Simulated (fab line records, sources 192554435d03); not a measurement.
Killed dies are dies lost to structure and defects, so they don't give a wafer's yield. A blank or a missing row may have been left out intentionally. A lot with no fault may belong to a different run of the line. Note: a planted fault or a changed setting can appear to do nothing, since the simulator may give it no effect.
Split-lot study + flow n5 finfet + route with 1938 steps; 7 lots, 39 wafers read

THE SPLIT ITSELF
At N5_DUMMY_GATE_ETCH_32 (etches SiO2 in CF4, target depth 3.5 nm, time 3.9 s), the setting time s was moved away from the recipe's 3.9 s on 15 of the 39 wafers read, by +8.8% to +23.8%. For the rest of the wafers, this setting stayed at what the recipe calls for.

The split's own step is where the reading is taken.

THE READING
etch.depth nm (the simulator's own value, which no gauge read), in nm, at N5_DUMMY_GATE_ETCH_32 (etches SiO2 in CF4, target depth 3.5 nm, time 3.9 s). The file gives no usual value for it. Across the 24 wafers here that went through the recipe, the average is 3.504 nm and the standard deviation 0.086 nm.

| wafer  | tool, chamber at the split | time s as run, s | against the recipe | etch.depth nm, nm | against lot-mates on the recipe |
|--------|----------------------------|------------------|--------------------|-------------------|---------------------------------|
| L081.1 | rie si-02, 3               | 3.9              | recipe             | 3.56              | -                               |
| L081.2 | rie si-02, 2               | 3.9              | recipe             | 3.555             | -                               |
| L081.3 | rie si-02, 0               | 3.9              | recipe             | 3.565             | -                               |
| L081.4 | rie si-02, 1               | 3.9              | recipe             | 3.415             | -                               |
| L081.5 | rie si-02, 0               | 3.9              | recipe             | 3.571             | -                               |
| L081.6 | rie si-02, 3               | 3.9              | recipe             | 3.59              | -                               |
| L083.1 | rie si-01, 0               | 3.9              | recipe             | 3.357             | -                               |
| L083.2 | rie si-01, 3               | 3.9              | recipe             | 3.505             | -                               |
| L083.3 | rie si-01, 1               | 4.663            | +19.6%             | 4.05              | +0.598                          |
| L083.4 | rie si-01, 2               | 4.663            | +19.6%             | 4.176             | +0.724                          |
| L083.5 | rie si-01, 1               | 4.663            | +19.6%             | 4.1               | +0.648                          |
| L083.6 | rie si-01, 2               | 3.9              | recipe             | 3.493             | -                               |
| L085.1 | rie si-05, 0               | 4.547            | +16.6%             | 3.922             | +0.489                          |
| L085.2 | rie si-05, 2               | 4.547            | +16.6%             | 4.111             | +0.678                          |
| L085.3 | rie si-05, 3               | 4.547            | +16.6%             | 3.953             | +0.520                          |
| L085.4 | rie si-05, 1               | 3.9              | recipe             | 3.449             | -                               |
| L085.5 | rie si-05, 1               | 3.9              | recipe             | 3.488             | -                               |
| L085.6 | rie si-05, 0               | 3.9              | recipe             | 3.362             | -                               |
| L088.1 | rie si-02, 3               | 3.9              | recipe             | 3.615             | -                               |
| L088.2 | rie si-02, 2               | 3.9              | recipe             | 3.625             | -                               |
| L088.5 | rie si-02, 2               | 3.9              | recipe             | 3.629             | -                               |
| L093.1 | rie si-05, 1               | 3.9              | recipe             | 3.495             | -                               |
| L093.2 | rie si-05, 0               | 4.83             | +23.8%             | 4.188             | +0.737                          |
| L093.3 | rie si-05, 3               | 3.9              | recipe             | 3.446             | -                               |
| L093.4 | rie si-05, 2               | 4.83             | +23.8%             | 4.405             | +0.954                          |
| L093.5 | rie si-05, 3               | 3.9              | recipe             | 3.411             | -                               |
| L093.6 | rie si-05, 2               | 4.83             | +23.8%             | 4.436             | +0.985                          |
| L096.1 | rie si-02, 0               | 3.9              | recipe             | 3.609             | -                               |
| L096.2 | rie si-02, 1               | 3.9              | recipe             | 3.446             | -                               |
| L096.3 | rie si-02, 3               | 4.586            | +17.6%             | 4.238             | +0.687                          |
| L096.4 | rie si-02, 2               | 3.9              | recipe             | 3.597             | -                               |
| L096.5 | rie si-02, 1               | 4.586            | +17.6%             | 4.055             | +0.504                          |
| L096.6 | rie si-02, 0               | 4.586            | +17.6%             | 4.227             | +0.676                          |
| L097.1 | rie si-01, 0               | 3.9              | recipe             | 3.352             | -                               |
| L097.2 | rie si-01, 3               | 3.9              | recipe             | 3.485             | -                               |
| L097.3 | rie si-01, 2               | 3.9              | recipe             | 3.471             | -                               |
| L097.4 | rie si-01, 1               | 4.243            | +8.8%              | 3.782             | +0.346                          |
| L097.5 | rie si-01, 3               | 4.243            | +8.8%              | 3.824             | +0.388                          |
| L097.6 | rie si-01, 0               | 4.243            | +8.8%              | 3.637             | +0.201                          |

FIT RESULTS
A straight line over all 39 wafers: etch.depth nm changes by +0.0337 nm for each +1% of time s; r = +0.96; the points scatter about the line by 0.095 nm.
The same after taking each lot's own level away (the mean of its wafers on the recipe; 39 wafers): +0.0355 nm for each +1%; r = +0.98; scatter 0.072 nm.
Per that fit: largest time s move, reading shift of 0.85 nm.
From 3.4330 to 3.6230 nm: that is the span of the lots' own levels, equal to 2.2 times the standard deviation above.
So the lot-to-lot level changes the slope little: the two slopes agree.
Check: for one of the wafers moved furthest among these (+23.8%), held out of the fit, the line's prediction against its lot-mates is +0.86 nm. It came out at +0.737 nm against them.

FURTHER SPLITS ON THESE WAFERS
Note: prior to the reading, these wafers also went through further splits. Each is held against what the fit with the lots' levels taken away leaves over:
| other split on the same wafers | wafers away from the commonest value | r with etch.depth nm (lot level and that fit taken away) |
|--------------------------------|--------------------------------------|----------------------------------------------------------|
| N5_DUMMY_GATE_ETCH_37 source w | 12                                   | +0.02                                                    |

FILE'S OWN FIT
etch.depth nm changes by +0.0354 nm for each +1% of time s, r = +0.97.
